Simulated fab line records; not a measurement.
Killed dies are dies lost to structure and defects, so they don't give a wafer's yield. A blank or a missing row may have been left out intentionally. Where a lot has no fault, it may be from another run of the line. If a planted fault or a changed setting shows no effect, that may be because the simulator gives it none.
Matching of chambers ; flow nand-harc ; NHARC_A_STAIRCASE_DESCUM_11 on rie-diel-08: 4 sister chambers
The step chemistry O2, time 3 s. 18 wafers are shown with their chamber, then 9 later ones without.

== WAFERS PAIRED WITH THEIR CHAMBERS ==
wafer;chamber;showerhead-plenum-p-Torr (Torr);drypump-motor-current-A (A);oes-product-au (a.u.)
L075.2;3;1.86;5.6;0.991
L075.3;2;1.95;6.5;0.999
L075.6;3;1.86;5.6;0.994
L076.2;1;1.85;5.9;1.024
L076.3;3;1.86;5.5;0.993
L076.4;2;1.95;6.4;1.000
L085.2;0;1.80;6.3;0.997
L085.4;1;1.85;5.9;1.008
L085.5;1;1.85;5.9;1.014
L088.3;0;1.80;6.3;0.989
L088.4;2;1.94;6.4;0.998
L088.5;2;1.94;6.5;0.989
L090.1;0;1.80;6.2;0.987
L090.3;1;1.85;5.9;1.004
L090.5;3;1.85;5.5;0.995
L094.1;2;1.94;6.4;0.992
L094.3;3;1.85;5.6;0.990
L094.6;0;1.79;6.2;0.989

SIGNATURES, as means of the wafers listed above
reading;chamber 0;chamber 1;chamber 2;chamber 3;scatter within a chamber
showerhead-plenum-p-Torr;1.7975;1.8500;1.9440;1.8560;0.00474
drypump-motor-current-A;6.250;5.900;6.440;5.560;0.0493
oes-product-au;0.99050;1.01250;0.99560;0.99260;0.00532
Rule: a wafer lies at a distance from a chamber equal to the root of the sum of squares, over the readings, of (its reading less the chamber's mean, divided by the reading's scatter). The wafer belongs to the nearest chamber; if the next one is less than 2 further off, it can't be placed. How the scatter is found: for the shown wafers, subtract from each reading the mean of its chamber, square and add these, divide the total by (wafers less chambers), then take the root.

== WAFERS WITH NO CHAMBER GIVEN ==
wafer;showerhead-plenum-p-Torr (Torr);drypump-motor-current-A (A);oes-product-au (a.u.)
L096.2;1.84;5.9;1.004
L096.4;1.94;6.5;0.990
L096.5;1.84;5.9;0.994
L096.1;1.85;5.6;0.994
L096.3;1.79;6.2;0.990
L096.6;1.94;6.4;0.997
L097.3;1.94;6.5;1.020
L097.4;1.85;5.6;0.999
L097.5;1.85;5.5;0.993

== EACH ONE'S CHAMBER ==
wafer;from the rows above;in truth
L096.2;1;1
L096.4;2;2
L096.5;1;1
L096.1;3;3
L096.3;0;0
L096.6;2;2
L097.3;2;2
L097.4;3;3
L097.5;3;3
Placed correctly: 9 of 9. Number that these rows cannot place: 0. Wrongly placed: 0.
